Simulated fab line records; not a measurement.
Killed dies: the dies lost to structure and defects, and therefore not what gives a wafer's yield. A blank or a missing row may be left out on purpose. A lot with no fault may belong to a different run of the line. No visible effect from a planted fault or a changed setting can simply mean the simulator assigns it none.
Struck lot and sound lot, side by side / flow nandHarc / 24 steps out of a route of 1302
Sound: these wafers, L684.2, L684.4, L684.6. Wafers L694.3, L694.4, L694.5 were the ones struck. The cause is named last.
Each step with rows lists, per side, the tool, then ch with its chambers, then its first start. Under that, the readings that differ: sound wafers / struck wafers / difference of the means / sigmas: that difference in standard deviations of wafers without a fault.
alike: same words and numbers on both sides, and readings whose means sit less than 2 such deviations apart. not compared: any withheld reading, any reading some wafer has no value for, any bound like >300 that may hide the same value, and any number with overlapping values for which the record gives no deviation.
A row with sigmas, a row that says differs or no value, or rows on one side alone: a step with any of these is where the two part. When numbers do not overlap yet have no deviation, they are printed without sigmas and do not part them. A reading that every wafer of one side lacks parts them only if that side has two wafers or more.

first, 1 step without rows for these wafers: NHARC_P_STI_HARDBAKE_13 (time 65 s).
NHARC_P_STI_DESCUM_14: chemistry O2, time 3 s.
  sound on rieDiel-11 ch 0,2,3, day 3 08:20; struck on rieDiel-03 ch 0,2, day 7 08:46
  alike: drypumpMotorCurrentA, oesProductAu, rfVppV, showerheadPlenumPTorr, throttleValvePct
  not compared: rfHoursCounterH
NHARC_P_STI_ETCH_42: etches the open film in N2/H2, target depth 80 nm, overetch 24 nm, time 61 s.
  sound on rieDiel-11 ch 0,2,3, day 3 08:26; struck on rieDiel-03 ch 0,2, day 7 08:50
  alike: drypumpMotorCurrentA, h2FlowSccm, oesProductAu, rfVppV, showerheadPlenumPTorr, throttleValvePct
  not compared: rfHoursCounterH
NHARC_P_STI_ETCH_31: etches the open film in CF4/CHF3, target depth 108.9 nm, time 54.5 s.
  sound on rieDiel-11 ch 0,2,3; struck on rieDiel-03 ch 1,2
  alike: drypumpMotorCurrentA, oesProductAu, rfVppV, showerheadPlenumPTorr, throttleValvePct
  not compared: rfHoursCounterH
NHARC_P_STI_ETCH_15: etches the open film in HBr/Cl2, target depth 300 nm, time 100.1 s.
  sound on rieSi-04 ch 0,3, day 3 08:38; struck on rieSi-02 ch 0,3, day 7 09:04
  alike: drypumpMotorCurrentA, oesProductAu, throttleValvePct
  not compared: rfHoursCounterH
NHARC_P_STI_CD_MEAS_16:
  sound on cdSem-03, day 3 08:47; struck on cdSem-01, day 7 09:14
  alike: cdNm
NHARC_P_STI_OCD_MEAS_17:
  sound on ocd-01, day 3 08:52; struck on ocd-01, day 7 09:19
  alike: trenchDepthNm, trenchFootCdNm
then, 3 steps without rows for these wafers: NHARC_P_STI_STRIP_19 (strips in SPM, time 900 s); NHARC_P_STI_PRECLEAN_32 (cleans in SC1); NHARC_P_STI_SRD_23.
NHARC_P_STI_OCD_MEAS_43:
  sound on ocd-02, day 3 09:22; struck on ocd-02, day 7 09:49
  alike: trenchDepthNm, trenchFootCdNm
then, 1 step without rows for these wafers: NHARC_P_STI_OXIDE_33 (material SiO2, target thk 10 nm, ox time 281 s).
NHARC_P_STI_HDPCVD_20: deposits SiO2.
  sound on hdpcvd-01 ch 0,1, day 3 17:38; struck on hdpcvd-01 ch 0,1, day 7 19:29
then, 1 step without rows for these wafers: NHARC_P_STI_ANNEAL_34 (time 1800 s).
NHARC_P_STI_CMP_21: polishes, t overpolish 20 s, target thk 380.67 nm.
  sound on cmp-01 ch 1,3, day 4 04:10; struck on cmp-01 ch 0,1, day 8 04:35
  alike: motorCurrentA, overpolishRunS
then, 7 steps without rows for these wafers: NHARC_P_STI_SRD_35; NHARC_P_STI_ETCH_36 (etches SiO2 in dHF, target depth 38.8 nm); NHARC_P_STI_STRIP_24 (strips Si3N4 in H3PO4); NHARC_P_STI_ETCH_37 (etches SiO2 in dHF, target depth 11 nm); NHARC_P_STI_PRECLEAN_38 (cleans in SC1); NHARC_P_STI_SRD_39; NHARC_P_STI_OXIDE_40 (material SiO2, target thk 10 nm, ox time 1362 s).
NHARC_P_STI_INSPECT_25:
  sound on defectInspect-02, day 4 13:13; struck on defectInspect-01, day 8 13:11
  alike: rawDefectCount
-- jump in the record: it breaks off in module P_STI and resumes in module END (first step shown: number 1302 of the route), and 20 days separate the struck wafers' starts before and after --
NHARC_END_SORT_01:
  here the record holds rows for the struck wafers (prober-02 ch 0, day 28 23:49) but none for the sound ones

== WHERE THEY PART ==
Within this record, at NHARC_END_SORT_01 only.

WHY: what had been put in by the simulator
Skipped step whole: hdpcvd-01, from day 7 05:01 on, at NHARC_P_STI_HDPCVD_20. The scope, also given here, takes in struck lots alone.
